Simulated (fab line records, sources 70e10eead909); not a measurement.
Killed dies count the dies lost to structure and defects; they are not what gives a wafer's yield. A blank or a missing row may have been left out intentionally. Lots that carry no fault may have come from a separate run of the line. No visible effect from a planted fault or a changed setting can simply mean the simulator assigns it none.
fab line records    flow nand_harc
[record] lots = 24  wafers = 72  last_day = 24
route steps=1159 shown A_CHANNEL_HOLE_D1@470 A_CHANNEL_FILL_D1@500 A_STAIRCASE@560
lots that met no fault: taken from a fault-free run of the same line
start_h: start of the lot's first displayed wafer, in hours after the record's first day    wait_h: hours elapsed since this lot's preceding step    " same as the row above    L1.1+2: several wafers, shown together as one row    - no value, or no start given    * or withheld: withheld    < > ~ a bound
route shown NAME@n: names a module that has steps shown in the file, with the first one's number in the route    usual: mean and standard deviation over wafers with no fault    same: alike in all rows    chamber/n: place in a boat    sites: per-site readings    _std_site: how widely they spread, as a standard deviation    _edge_site: outer sites' mean less inner sites'    radius_mm: how far each site lies from the wafer's centre    mask NAME#n: copy n    behind: the last tool/chamber to shape the wafer    hold: reason for holding the lot/hours on hold/outcome of the hold    device: transistor that didn't switch, given as n, p or np    end of line: the same wafers' tests at the end of the route    where a step has no rows: the recipe by itself    killed: not the wafer's yield, but the dies lost to structure and defects at the first sort    map: the dies of a wafer, with x for killed, . for not killed, _ for no die there
set.NAME: the setting the step ran with; set.NAME@STEP: the setting that earlier step ran with    model.NAME: the simulator's own value behind a step, which no gauge read
one table for each step of the route and one row for each wafer, over a sample of lots
services: from which hour (start_h, from the record's first day; less than 0 if before it) a tool's chamber was out of use, for how many hours, and why
[[steps]]
[step NHARC_A_CHANNEL_HOLE_D1_CD_MEAS_18]
[usual] cd_nm = 100/3.4
lot.wafer  tool       chamber  start_h  wait_h  cd_nm
L074.1     cd_sem-01  -        174.76   -       102
L074.2     "          -        "        "       99
L074.5     "          -        "        "       106
L077.3     cd_sem-01  -        189.44   -       97
L077.4     "          -        "        "       102
L077.6     "          -        "        "       106
L075.2     cd_sem-03  -        190.40   -       100
L075.3     "          -        "        "       105
L075.5     "          -        "        "       103
L076.2     cd_sem-03  -        190.79   -       97
L076.4     "          -        "        "       94
L076.5     "          -        "        "       103
L078.2     cd_sem-03  -        199.78   -       94
L078.3     "          -        "        "       97
L078.5     "          -        "        "       97
L079.2     cd_sem-01  -        204.51   -       94
L079.3     "          -        "        "       102
L079.6     "          -        "        "       104
L080.2     cd_sem-02  -        207.93   -       99
L080.4     "          -        "        "       100
L080.6     "          -        "        "       100
L081.1     cd_sem-02  -        208.12   -       99
L081.2     "          -        "        "       102
L081.4     "          -        "        "       99
L082.1     cd_sem-01  -        224.14   -       97
L082.3     "          -        "        "       104
L082.5     "          -        "        "       99
L083.1     cd_sem-03  -        225.46   -       100
L083.3     "          -        "        "       98
L083.5     "          -        "        "       97
L084.1     cd_sem-03  -        225.72   -       99
L084.2     "          -        "        "       98
L084.6     "          -        "        "       106
L085.1     cd_sem-01  -        244.10   -       98
L085.4     "          -        "        "       102
L085.5     "          -        "        "       99
L087.2     cd_sem-03  -        251.78   -       98
L087.4     "          -        "        "       101
L087.5     "          -        "        "       99
L086.1     cd_sem-01  -        252.09   -       99
L086.4     "          -        "        "       101
L086.6     "          -        "        "       104
L090.1     cd_sem-01  -        271.84   -       105
L090.3     "          -        "        "       99
L090.6     "          -        "        "       95
L088.2     cd_sem-01  -        272.19   -       95
L088.3     "          -        "        "       105
L088.6     "          -        "        "       99
L091.1     cd_sem-02  -        272.34   -       94
L091.4     "          -        "        "       101
L091.6     "          -        "        "       102
L089.1     cd_sem-01  -        274.20   -       99
L089.2     "          -        "        "       100
L089.5     "          -        "        "       92
L092.1     cd_sem-02  -        280.00   -       97
L092.3     "          -        "        "       95
L092.4     "          -        "        "       98
L093.1     cd_sem-01  -        281.35   -       103
L093.2     "          -        "        "       95
L093.6     "          -        "        "       101
L096.2     cd_sem-01  -        304.30   -       102
L096.4     "          -        "        "       103
L096.5     "          -        "        "       105
L094.1     cd_sem-02  -        305.12   -       98
L094.4     "          -        "        "       101
L094.6     "          -        "        "       92
L097.2     cd_sem-02  -        306.39   -       104
L097.4     "          -        "        "       100
L097.6     "          -        "        "       107
L095.1     cd_sem-01  -        307.14   -       97
L095.3     "          -        "        "       104
L095.6     "          -        "        "       98
[step NHARC_A_CHANNEL_HOLE_D1_ETCH_20]
[recipe] bias_v = 3000  source_w = withheld  pressure_mtorr = 20  time_s = 361.9  ar_flow_sccm = 375  c4f8_flow_sccm = 89.3  o2_flow_sccm = 35.7  temp_c = -20  target_depth_a = 16000  chemistry = C4F8/O2/Ar
[usual] drypump_motor_current_A = 5.6/0.44  showerhead_plenum_p_Torr = 3.75/0.097  throttle_valve_pct = 32.156/0.0096
lot.wafer  tool         chamber  start_h  wait_h  drypump_motor_current_A  rf_hours_counter_h  showerhead_plenum_p_Torr  throttle_valve_pct
L074.1     har_etch-02  1        174.95   0.1     5.6                      100                 3.88                      32.144
L074.2     "            0        "        "       6.1                      100                 3.64                      32.172
L074.5     "            1        "        "       5.6                      -                   3.88                      32.142
L077.4     har_etch-02  1        189.97   0.2     5.7                      -                   3.87                      32.155
L077.3     "            0        "        "       6.1                      -                   3.64                      32.153
L077.6     "            0        "        "       6.1                      -                   3.64                      32.156
L075.2     har_etch-01  0        190.59   0.1     4.9                      195                 3.82                      32.151
L075.3     "            0        "        "       4.9                      -                   3.82                      32.158
L075.5     "            0        "        "       4.9                      -                   3.82                      32.161
L076.2     har_etch-02  1        194.04   0.1     5.6                      109                 3.87                      32.160
L076.4     "            1        "        "       5.6                      -                   3.87                      32.165
L076.5     "            1        "        "       5.6                      -                   3.87                      32.146
L078.2     har_etch-01  1        199.97   0.1     5.3                      199                 3.73                      32.145
L078.3     "            1        "        "       5.3                      -                   3.73                      32.177
L078.5     "            0        "        "       4.9                      -                   3.82                      32.135
L079.2     har_etch-02  1        204.69   0.1     5.7                      113                 3.87                      32.154
L079.3     "            1        "        "       5.7                      -                   3.87                      32.151
L079.6     "            0        "        "       6.1                      -                   3.64                      32.165
L080.2     har_etch-01  0        208.11   0.1     4.9                      203                 3.82                      32.151
L080.4     "            0        "        "       4.9                      -                   3.82                      32.144
L080.6     "            1        "        "       5.3                      -                   3.73                      32.160
L081.1     har_etch-02  0        208.87   0.1     6.1                      117                 3.63                      32.143
L081.2     "            1        "        "       5.7                      117                 3.87                      32.158
L081.4     "            1        "        "       5.7                      -                   3.87                      32.160
L082.1     har_etch-02  0        224.38   0.1     6.1                      124                 3.63                      32.149
L082.3     "            0        "        "       6.1                      -                   3.63                      32.155
L082.5     "            0        "        "       6.1                      -                   3.63                      32.170
L083.1     har_etch-01  0        225.65   0.1     4.9                      212                 3.81                      32.157
L083.3     "            0        "        "       4.9                      -                   3.81                      32.150
L083.5     "            0        "        "       4.9                      -                   3.81                      32.152
L084.1     har_etch-02  0        228.44   0.1     6.1                      128                 3.63                      32.165
L084.2     "            1        "        "       5.7                      128                 3.86                      32.151
L084.6     "            1        "        "       5.7                      -                   3.86                      32.161
L085.1     har_etch-02  1        244.28   0.1     5.6                      133                 3.86                      32.143
L085.4     "            0        "        "       6.1                      -                   3.63                      32.164
L085.5     "            1        "        "       5.6                      -                   3.86                      32.154
L087.2     har_etch-01  0        251.96   0.1     4.9                      220                 3.81                      32.179
L087.4     "            1        "        "       5.3                      -                   3.72                      32.133
L087.5     "            1        "        "       5.3                      -                   3.72                      32.162
L086.1     har_etch-02  1        252.27   0.1     5.6                      137                 3.86                      32.158
L086.4     "            0        "        "       6.1                      -                   3.62                      32.146
L086.6     "            0        "        "       6.1                      -                   3.62                      32.154
L090.1     har_etch-02  1        272.08   0.1     5.7                      142                 3.85                      32.137
L090.3     "            0        "        "       6.1                      -                   3.62                      32.163
L090.6     "            1        "        "       5.7                      -                   3.85                      32.140
L088.2     har_etch-01  1        272.43   0.1     5.3                      227                 3.71                      32.173
L088.3     "            1        "        "       5.3                      -                   3.71                      32.166
L088.6     "            1        "        "       5.3                      -                   3.71                      32.156
L091.1     har_etch-02  0        276.18   0.1     6.1                      146                 3.62                      32.155
L091.4     "            0        "        "       6.1                      -                   3.62                      32.151
L091.6     "            0        "        "       6.1                      -                   3.62                      32.169
L089.1     har_etch-01  0        276.51   0.1     4.9                      231                 3.80                      32.144
L089.2     "            1        "        "       5.3                      231                 3.71                      32.151
L089.5     "            0        "        "       5.0                      -                   3.80                      32.176
L092.1     har_etch-01  1        280.73   0.1     5.3                      235                 3.71                      32.160
L092.3     "            0        "        "       4.9                      -                   3.80                      32.148
L092.4     "            1        "        "       5.3                      -                   3.71                      32.155
L093.2     har_etch-02  1        283.71   0.1     5.6                      153                 3.85                      32.141
L093.1     "            0        "        "       6.1                      153                 3.62                      32.162
L093.6     "            0        "        "       6.1                      -                   3.61                      32.155
L096.2     har_etch-01  1        304.48   0.1     5.3                      242                 3.70                      32.164
L096.4     "            1        "        "       5.3                      -                   3.70                      32.148
L096.5     "            1        "        "       5.3                      -                   3.70                      32.166
L094.1     har_etch-02  1        305.36   0.1     5.6                      159                 3.84                      32.154
L094.4     "            0        "        "       6.1                      -                   3.61                      32.138
L094.6     "            1        "        "       5.6                      -                   3.84                      32.154
L097.2     har_etch-02  1        309.47   0.1     5.7                      162                 3.84                      32.158
L097.4     "            0        "        "       6.2                      -                   3.61                      32.153
L097.6     "            1        "        "       5.6                      -                   3.84                      32.147
L095.1     har_etch-02  1        313.65   0.1     5.7                      166                 3.84                      32.156
L095.3     "            0        "        "       6.1                      -                   3.61                      32.161
L095.6     "            1        "        "       5.7                      -                   3.84                      32.156
[step NHARC_A_CHANNEL_HOLE_D1_ETCH_44]
[recipe] target_depth_a = 1400  overetch_a = 140  time_s = 77  ion_energy_ev = 100  cf4_flow_sccm = 80  o2_flow_sccm = 20  ar_flow_sccm = 0  rf_w = 300  bias_w = 100  chemistry = CF4/O2
[usual] cf4_flow_sccm = 80.00/0.22  drypump_motor_current_A = 5.9/0.47  oes_product_au = 0.999/0.011  rf_vpp_V = 197.8/1.6  showerhead_plenum_p_Torr = 1.34/0.063  throttle_valve_pct = 13.397/0.0093
lot.wafer  tool         chamber  start_h  wait_h  cf4_flow_sccm  drypump_motor_current_A  oes_product_au  rf_hours_counter_h  rf_vpp_V  showerhead_plenum_p_Torr  throttle_valve_pct
L074.1     rie_diel-13  2        179.58   0.1     80.29          5.4                      0.974           5                   200.0     1.43                      13.408
L074.2     "            3        "        "       80.13          6.1                      0.982           4                   197.4     1.26                      13.382
L074.5     "            3        "        "       79.80          6.1                      0.991           -                   196.6     1.26                      13.402
L077.3     rie_diel-10  2        194.49   0.1     79.67          5.9                      1.001           1                   199.6     1.43                      13.389
L077.4     "            0        "        "       80.18          6.0                      1.001           1                   195.2     1.27                      13.402
L077.6     "            2        "        "       79.86          5.8                      0.999           -                   199.5     1.43                      13.390
L075.2     rie_diel-04  3        195.20   0.1     80.00          6.4                      0.987           4                   197.1     1.30                      13.378
L075.3     "            1        "        "       80.42          6.1                      0.999           4                   197.3     1.29                      13.399
L075.5     "            3        "        "       80.09          6.4                      0.988           -                   198.1     1.30                      13.385
L076.4     rie_diel-10  0        198.65   0.0     80.41          6.0                      0.991           1                   197.1     1.27                      13.396
L076.2     "            3        "        "       79.79          6.7                      1.004           1                   197.1     1.31                      13.404
L076.5     "            0        "        "       80.32          6.0                      0.993           -                   196.3     1.27                      13.393
L078.3     rie_diel-13  2        204.56   0.1     79.96          5.4                      0.999           7                   200.3     1.43                      13.399
L078.2     "            3        "        "       80.10          6.2                      1.004           7                   196.3     1.26                      13.389
L078.5     "            2        "        "       80.19          5.4                      0.989           -                   199.5     1.43                      13.390
L079.3     rie_diel-04  0        209.34   0.1     80.00          6.0                      0.996           6                   196.4     1.26                      13.408
L079.2     "            1        "        "       80.00          6.1                      0.994           6                   196.3     1.29                      13.391
L079.6     "            2        "        "       79.81          5.1                      0.999           -                   196.5     1.37                      13.402
L080.2     rie_diel-04  1        212.75   0.1     79.94          6.1                      0.992           6                   195.8     1.29                      13.386
L080.4     "            2        "        "       79.43          5.2                      1.001           6                   197.5     1.37                      13.417
L080.6     "            2        "        "       79.55          5.1                      1.001           -                   200.1     1.37                      13.400
L081.2     rie_diel-13  2        213.47   0.1     79.85          5.5                      0.997           9                   199.4     1.43                      13.397
L081.1     "            0        "        "       80.21          5.4                      0.999           7                   199.0     1.37                      13.392
L081.4     "            1        "        "       79.80          6.3                      1.011           8                   199.8     1.43                      13.394
L082.3     rie_diel-13  0        228.88   0.1     79.91          5.4                      0.994           8                   198.6     1.37                      13.411
L082.1     "            3        "        "       79.96          6.1                      0.999           9                   196.6     1.26                      13.392
L082.5     "            0        "        "       80.06          5.4                      0.992           -                   199.0     1.37                      13.399
L083.3     rie_diel-04  1        230.28   0.1     79.83          6.1                      1.012           7                   196.7     1.28                      13.390
L083.1     "            3        "        "       80.25          6.4                      0.994           7                   197.2     1.30                      13.403
L083.5     "            1        "        "       79.86          6.1                      1.007           -                   194.6     1.28                      13.407
L084.1     rie_diel-13  0        233.03   0.1     80.07          5.4                      0.989           8                   198.5     1.37                      13.398
L084.2     "            3        "        "       80.03          6.1                      1.002           9                   196.0     1.26                      13.389
L084.6     "            1        "        "       79.92          6.3                      1.015           -                   199.0     1.43                      13.402
L085.4     rie_diel-10  2        248.91   0.1     79.82          5.9                      0.992           4                   201.0     1.43                      13.387
L085.1     "            0        "        "       79.85          6.0                      0.975           4                   197.0     1.27                      13.404
L085.5     "            3        "        "       79.90          6.6                      1.007           -                   195.9     1.31                      13.373
L087.2     rie_diel-13  1        256.59   0.1     79.91          6.3                      1.009           11                  198.3     1.43                      13.395
L087.4     "            3        "        "       79.87          6.2                      0.990           11                  196.6     1.26                      13.394
L087.5     "            2        "        "       79.92          5.4                      0.999           -                   199.0     1.43                      13.387
L086.4     rie_diel-10  1        256.85   0.1     79.87          5.2                      1.007           5                   197.3     1.37                      13.386
L086.1     "            0        "        "       79.85          6.0                      0.990           5                   195.0     1.27                      13.400
L086.6     "            2        "        "       79.85          5.9                      0.994           -                   198.3     1.43                      13.408
L090.1     rie_diel-10  0        276.62   0.1     80.25          6.0                      0.989           6                   196.2     1.27                      13.400
L090.3     "            2        "        "       79.95          5.9                      0.995           6                   199.8     1.43                      13.400
L090.6     "            1        "        "       79.90          5.2                      1.005           -                   198.8     1.37                      13.386
L088.3     rie_diel-04  1        276.97   0.1     80.25          6.1                      0.986           10                  196.2     1.28                      13.401
L088.2     "            2        "        "       79.59          5.1                      0.990           9                   199.1     1.37                      13.379
L088.6     "            1        "        "       80.11          6.1                      0.977           -                   197.1     1.28                      13.390
L091.1     rie_diel-10  1        280.80   0.0     80.10          5.2                      1.001           6                   200.1     1.37                      13.408
L091.4     "            3        "        "       79.87          6.6                      1.015           8                   197.5     1.31                      13.389
L091.6     "            1        "        "       79.96          5.2                      1.003           -                   198.0     1.37                      13.387
L089.1     rie_diel-04  1        281.34   0.0     80.37          6.1                      0.999           11                  197.9     1.28                      13.388
L089.2     "            2        "        "       79.85          5.1                      0.997           10                  197.9     1.37                      13.399
L089.5     "            2        "        "       80.02          5.1                      1.008           -                   197.8     1.37                      13.398
L092.3     rie_diel-10  3        285.28   0.1     79.98          6.6                      1.016           8                   197.1     1.31                      13.395
L092.1     "            1        "        "       79.93          5.3                      1.000           7                   199.2     1.37                      13.392
L092.4     "            2        "        "       79.93          5.9                      1.004           7                   198.2     1.42                      13.406
L093.1     rie_diel-10  3        288.33   0.0     79.90          6.6                      1.001           8                   199.2     1.31                      13.416
L093.2     "            1        "        "       80.14          5.3                      0.999           7                   197.1     1.37                      13.395
L093.6     "            0        "        "       80.20          6.0                      0.990           -                   194.7     1.27                      13.377
L096.4     rie_diel-04  2        309.12   0.1     80.09          5.1                      1.020           1                   198.5     1.37                      13.392
L096.2     "            3        "        "       79.67          6.4                      1.007           1                   195.8     1.30                      13.408
L096.5     "            0        "        "       80.26          6.0                      1.011           -                   196.3     1.26                      13.410
L094.4     rie_diel-10  2        309.92   0.1     79.79          5.9                      1.001           9                   198.0     1.42                      13.399
L094.1     "            3        "        "       80.04          6.6                      1.009           10                  197.5     1.31                      13.399
L094.6     "            1        "        "       80.49          5.2                      0.995           -                   198.9     1.37                      13.387
L097.2     rie_diel-04  3        314.10   0.1     79.97          6.4                      1.020           1                   197.2     1.30                      13.396
L097.4     "            0        "        "       80.09          6.0                      1.025           2                   197.9     1.26                      13.398
L097.6     "            3        "        "       79.56          6.4                      1.014           -                   197.5     1.30                      13.396
L095.1     rie_diel-04  0        318.27   0.1     79.84          6.0                      1.003           2                   196.7     1.26                      13.394
L095.3     "            2        "        "       80.15          5.1                      1.009           1                   198.0     1.37                      13.396
L095.6     "            1        "        "       79.72          6.1                      0.988           -                   196.2     1.28                      13.413
[step NHARC_A_CHANNEL_FILL_D1_ETCHBACK_20]
[recipe] target_depth_a = 270  time_s = 13.5  c4f8_flow_sccm = withheld  o2_flow_sccm = 8  ar_flow_sccm = withheld  rf_w = 600  bias_w = 1500  chemistry = C4F8/O2/Ar
[usual] oes_product_au = 0.96/0.038  rf_vpp_V = 980/6.3
lot.wafer  tool         chamber  start_h  wait_h  oes_product_au  rf_hours_counter_h  rf_vpp_V
L074.1     rie_diel-03  3        204.38   -       0.90            32                  974
L074.2     "            0        "        "       0.93            33                  978
L074.5     "            3        "        "       0.92            -                   975
L077.4     rie_diel-09  0        219.84   -       1.01            3                   978
L077.3     "            3        "        "       0.93            3                   974
L077.6     "            1        "        "       0.93            -                   987
L075.3     rie_diel-09  0        219.89   -       1.00            3                   978
L075.2     "            3        "        "       0.99            3                   975
L075.5     "            1        "        "       0.99            -                   988
L078.3     rie_diel-01  2        228.30   -       0.91            2                   976
L078.2     "            3        "        "       0.93            3                   972
L078.5     "            2        "        "       0.90            -                   976
L076.4     rie_diel-09  2        228.35   -       0.93            4                   986
L076.2     "            0        "        "       1.01            3                   978
L076.5     "            2        "        "       0.93            -                   987
L079.2     rie_diel-09  0        234.67   -       0.92            3                   979
L079.3     "            1        "        "       0.93            3                   988
L079.6     "            2        "        "       0.93            -                   987
L081.2     rie_diel-01  0        238.42   -       0.92            4                   987
L081.4     "            1        "        "       0.93            4                   980
L081.1     "            2        "        "       0.91            3                   975
L080.2     rie_diel-09  2        238.42   -       0.93            4                   988
L080.4     "            2        "        "       0.94            -                   987
L080.6     "            0        "        "       0.93            -                   979
L082.1     rie_diel-01  3        254.10   -       0.93            4                   969
L082.3     "            0        "        "       0.92            4                   986
L082.5     "            0        "        "       0.93            -                   988
L083.1     rie_diel-03  1        254.11   -       0.99            5                   970
L083.3     "            2        "        "       1.00            5                   985
L083.5     "            1        "        "       1.00            -                   969
L084.2     rie_diel-01  2        259.34   -       0.90            4                   976
L084.1     "            3        "        "       0.94            4                   971
L084.6     "            2        "        "       0.91            -                   975
L085.4     rie_diel-03  1        274.40   -       0.98            10                  969
L085.1     "            3        "        "       0.96            11                  974
L085.5     "            0        "        "       1.00            -                   976
L086.4     rie_diel-01  1        282.16   -       0.92            5                   980
L086.1     "            3        "        "       0.93            5                   972
L086.6     "            2        "        "       0.96            -                   975
L087.2     rie_diel-09  1        282.18   -       1.00            0                   986
L087.5     "            2        "        "       1.02            -                   987
L087.4     "            3        "        "       1.00            -                   974
L090.1     rie_diel-01  1        302.97   -       0.92            6                   980
L090.3     "            0        "        "       0.92            6                   987
L090.6     "            2        "        "       0.90            -                   976
L088.2     rie_diel-09  1        302.97   -       0.99            1                   986
L088.3     "            0        "        "       0.99            1                   979
L088.6     "            2        "        "       1.02            -                   987
L089.1     rie_diel-01  1        307.44   -       0.92            6                   980
L089.2     "            2        "        "       0.90            5                   976
L089.5     "            1        "        "       0.93            -                   981
L091.1     rie_diel-09  2        307.45   -       1.02            1                   987
L091.4     "            3        "        "       1.02            1                   974
L091.6     "            1        "        "       1.00            -                   988
L092.3     rie_diel-01  1        311.91   -       0.93            6                   980
L092.4     "            2        "        "       0.90            6                   975
L092.1     "            3        "        "       0.95            6                   970
L093.2     rie_diel-03  3        311.91   -       0.90            17                  973
L093.1     "            0        "        "       0.93            16                  978
L093.6     "            2        "        "       0.92            -                   985
L096.2     rie_diel-01  3        335.46   -       1.01            1                   971
L096.4     "            2        "        "       0.99            1                   975
L096.5     "            0        "        "       1.01            -                   986
L094.1     rie_diel-01  3        339.11   -       1.00            1                   971
L094.4     "            0        "        "       1.01            1                   986
L094.6     "            1        "        "       0.98            -                   982
L097.2     rie_diel-09  0        339.15   -       0.97            2                   978
L097.4     "            1        "        "       0.98            2                   986
L097.6     "            3        "        "       0.97            -                   975
L095.1     rie_diel-01  1        344.70   -       0.99            1                   980
L095.3     "            2        "        "       0.99            1                   976
L095.6     "            1        "        "       0.99            -                   980
[step NHARC_A_CHANNEL_FILL_D1_ETCHBACK_08]
[recipe] target_depth_a = 2200  time_s = 110  c4f8_flow_sccm = 20  ar_flow_sccm = withheld  rf_w = 600  bias_w = 300  chemistry = C4F8
[usual] oes_product_au = 0.96/0.037  rf_vpp_V = 442/3.1
lot.wafer  tool         chamber  start_h  wait_h  oes_product_au  rf_hours_counter_h  rf_vpp_V
L074.1     rie_diel-01  1        -        -       0.98            3                   441
L074.2     "            2        "        "       0.98            2                   440
L074.5     "            3        "        "       1.00            -                   438
L077.4     rie_diel-01  0        -        -       1.00            4                   445
L077.3     "            2        "        "       0.97            3                   438
L077.6     "            0        "        "       1.00            -                   445
L075.2     rie_diel-09  2        -        -       0.93            4                   444
L075.3     "            0        "        "       0.93            3                   441
L075.5     "            1        "        "       0.93            -                   446
L078.3     rie_diel-01  3        -        -       0.94            4                   436
L078.2     "            1        "        "       0.94            4                   441
L078.5     "            3        "        "       0.93            -                   438
L076.4     rie_diel-09  1        -        -       0.92            3                   445
L076.2     "            0        "        "       0.93            3                   442
L076.5     "            1        "        "       0.92            -                   446
L079.3     rie_diel-01  0        -        -       0.93            4                   446
L079.2     "            3        "        "       0.93            4                   437
L079.6     "            1        "        "       0.93            -                   442
L081.2     rie_diel-01  3        -        -       0.93            4                   438
L081.1     "            0        "        "       0.92            4                   445
L081.4     "            1        "        "       0.93            4                   441
L080.4     rie_diel-01  2        -        -       0.98            3                   440
L080.2     "            0        "        "       1.00            4                   445
L080.6     "            2        "        "       0.98            -                   440
L083.3     rie_diel-09  0        -        -       1.00            0                   441
L083.1     "            1        "        "       1.00            0                   447
L083.5     "            0        "        "       0.98            -                   441
L082.1     rie_diel-03  1        -        -       1.00            9                   436
L082.3     "            3        "        "       0.99            10                  438
L082.5     "            1        "        "       0.99            -                   438
L084.2     rie_diel-03  1        -        -       1.00            10                  437
L084.1     "            3        "        "       0.97            11                  440
L084.6     "            0        "        "       1.00            -                   442
L085.1     rie_diel-01  1        -        -       0.92            6                   442
L085.4     "            3        "        "       0.94            6                   438
L085.5     "            0        "        "       0.92            -                   444
L087.4     rie_diel-01  3        -        -       0.95            6                   437
L087.2     "            1        "        "       0.94            6                   440
L087.5     "            3        "        "       0.94            -                   438
L086.1     rie_diel-09  1        -        -       0.99            1                   447
L086.4     "            3        "        "       1.00            1                   440
L086.6     "            1        "        "       1.00            -                   446
L088.2     rie_diel-09  3        -        -       0.92            1                   439
L088.3     "            1        "        "       0.92            1                   447
L088.6     "            0        "        "       0.92            -                   441
L090.1     rie_diel-09  2        -        -       1.00            1                   446
L090.3     "            1        "        "       0.99            1                   446
L090.6     "            3        "        "       0.99            -                   439
L089.2     rie_diel-09  0        -        -       0.98            1                   442
L089.1     "            2        "        "       1.00            1                   447
L089.5     "            1        "        "       0.99            -                   447
L091.4     rie_diel-03  2        -        -       0.92            20                  444
L091.1     "            1        "        "       0.93            19                  437
L091.6     "            3        "        "       0.91            -                   439
L093.1     rie_diel-01  3        -        -       1.01            0                   437
L093.2     "            0        "        "       1.01            0                   445
L093.6     "            3        "        "       1.01            -                   437
L092.1     rie_diel-09  3        -        -       0.99            2                   439
L092.4     "            0        "        "       0.99            2                   442
L092.3     "            1        "        "       0.99            2                   445
L096.4     rie_diel-09  3        -        -       0.99            2                   439
L096.2     "            0        "        "       0.98            2                   442
L096.5     "            3        "        "       1.00            -                   440
L094.4     rie_diel-01  2        -        -       0.92            1                   440
L094.1     "            0        "        "       0.94            1                   446
L094.6     "            1        "        "       0.92            -                   443
L097.4     rie_diel-03  2        -        -       1.01            27                  443
L097.2     "            3        "        "       0.99            27                  438
L097.6     "            3        "        "       0.99            -                   439
L095.3     rie_diel-01  1        -        -       0.92            2                   441
L095.1     "            3        "        "       0.93            1                   436
L095.6     "            1        "        "       0.92            -                   441
[step NHARC_A_STAIRCASE_ETCH_23]
[recipe] target_depth_a = 1000  time_s = 40.5  ion_energy_ev = 400  c4f8_flow_sccm = 20  o2_flow_sccm = 10  ar_flow_sccm = withheld  rf_w = 600  bias_w = 1000  chemistry = C4F8/O2
[usual] oes_product_au = 0.937/0.014  rf_vpp_V = 895/6.5
lot.wafer  tool         chamber  start_h  wait_h  oes_product_au  rf_hours_counter_h  rf_vpp_V
L074.1     rie_diel-12  0        -        -       0.934           8                   902
L074.2     "            2        "        "       0.931           8                   890
L074.5     "            0        "        "       0.935           -                   900
L077.3     rie_diel-05  0        -        -       0.934           29                  896
L077.4     "            1        "        "       0.932           30                  894
L077.6     "            1        "        "       0.938           -                   896
L075.2     rie_diel-11  0        -        -       0.933           21                  890
L075.3     "            2        "        "       0.936           19                  905
L075.5     "            0        "        "       0.947           -                   889
L076.4     rie_diel-12  2        -        -       0.940           14                  891
L076.2     "            3        "        "       0.956           14                  899
L076.5     "            2        "        "       0.932           -                   889
L078.3     rie_diel-11  1        -        -       0.926           23                  902
L078.2     "            3        "        "       0.933           24                  889
L078.5     "            1        "        "       0.942           -                   905
L079.2     rie_diel-05  3        -        -       0.949           35                  888
L079.3     "            1        "        "       0.939           36                  894
L079.6     "            3        "        "       0.949           -                   886
L081.4     rie_diel-05  1        -        -       0.920           38                  895
L081.1     "            3        "        "       0.939           37                  888
L081.2     "            0        "        "       0.933           37                  895
L080.4     rie_diel-05  0        -        -       0.942           37                  894
L080.2     "            1        "        "       0.929           39                  895
L080.6     "            3        "        "       0.946           -                   886
L082.3     rie_diel-11  0        -        -       0.961           32                  890
L082.1     "            1        "        "       0.939           35                  904
L082.5     "            2        "        "       0.921           -                   906
L083.3     rie_diel-05  2        -        -       0.915           43                  891
L083.1     "            3        "        "       0.940           42                  888
L083.5     "            2        "        "       0.927           -                   889
L084.1     rie_diel-12  1        -        -       0.926           27                  904
L084.2     "            3        "        "       0.933           26                  900
L084.6     "            1        "        "       0.932           -                   905
L085.4     rie_diel-12  2        -        -       0.944           31                  887
L085.1     "            1        "        "       0.955           31                  905
L085.5     "            3        "        "       0.933           -                   899
L087.2     rie_diel-11  3        -        -       0.947           47                  888
L087.4     "            1        "        "       0.958           48                  905
L087.5     "            2        "        "       0.925           -                   905
L086.1     rie_diel-05  3        -        -       0.937           51                  888
L086.4     "            1        "        "       0.934           54                  894
L086.6     "            2        "        "       0.920           -                   890
L090.3     rie_diel-05  0        -        -       0.949           55                  894
L090.1     "            2        "        "       0.920           61                  890
L090.6     "            3        "        "       0.960           -                   887
L088.2     rie_diel-11  0        -        -       0.955           49                  890
L088.3     "            2        "        "       0.934           53                  905
L088.6     "            0        "        "       0.944           -                   889
L089.1     rie_diel-05  2        -        -       0.926           65                  890
L089.2     "            3        "        "       0.947           60                  887
L089.5     "            3        "        "       0.951           -                   886
L091.4     rie_diel-05  1        -        -       0.937           65                  894
L091.1     "            2        "        "       0.924           65                  890
L091.6     "            2        "        "       0.930           -                   891
L093.1     rie_diel-11  1        -        -       0.965           59                  904
L093.2     "            3        "        "       0.930           56                  887
L093.6     "            0        "        "       0.948           -                   888
L092.3     rie_diel-11  2        -        -       0.925           60                  906
L092.4     "            0        "        "       0.960           57                  889
L092.1     "            1        "        "       0.965           62                  905
L096.4     rie_diel-05  3        -        -       0.948           4                   907
L096.2     "            2        "        "       0.923           4                   890
L096.5     "            0        "        "       0.949           -                   894
L097.4     rie_diel-12  2        -        -       0.924           54                  890
L097.2     "            1        "        "       0.919           53                  904
L097.6     "            2        "        "       0.912           -                   889
L094.4     rie_diel-12  0        -        -       0.927           52                  900
L094.1     "            2        "        "       0.924           54                  889
L094.6     "            3        "        "       0.940           -                   899
L095.3     rie_diel-12  1        -        -       0.925           58                  904
L095.1     "            0        "        "       0.916           57                  901
L095.6     "            2        "        "       0.931           -                   889
[[services]]
tool         chamber  start_h  hours  kind
rie_diel-11  -        155.07   0.5    repair
rie_diel-10  1        160.92   7.2    repair
rie_diel-05  -        163.65   9.0    pm
rie_diel-10  -        176.50   9.0    pm
rie_diel-11  -        189.52   9.0    pm
rie_diel-01  2        194.08   10.1   repair
rie_diel-12  -        202.53   9.0    pm
rie_diel-03  -        215.30   9.0    pm
rie_diel-09  3        234.17   12.0   repair
rie_diel-09  -        254.10   9.0    pm
rie_diel-09  0        280.28   6.6    repair
rie_diel-04  -        288.90   9.0    pm
rie_diel-10  -        294.21   0.8    repair
har_etch-01  -        308.55   17.0   pm
rie_diel-01  2        312.75   2.8    repair
rie_diel-01  -        314.80   9.0    pm
rie_diel-09  3        317.46   2.5    repair
rie_diel-04  3        319.01   4.9    repair
rie_diel-05  -        340.65   9.0    pm
rie_diel-09  -        342.18   0.4    repair
rie_diel-10  -        353.50   9.0    pm
rie_diel-01  0        365.87   1.3    repair
rie_diel-01  1        366.16   5.9    repair
rie_diel-05  0        372.58   1.2    repair
[[key]]
fault none
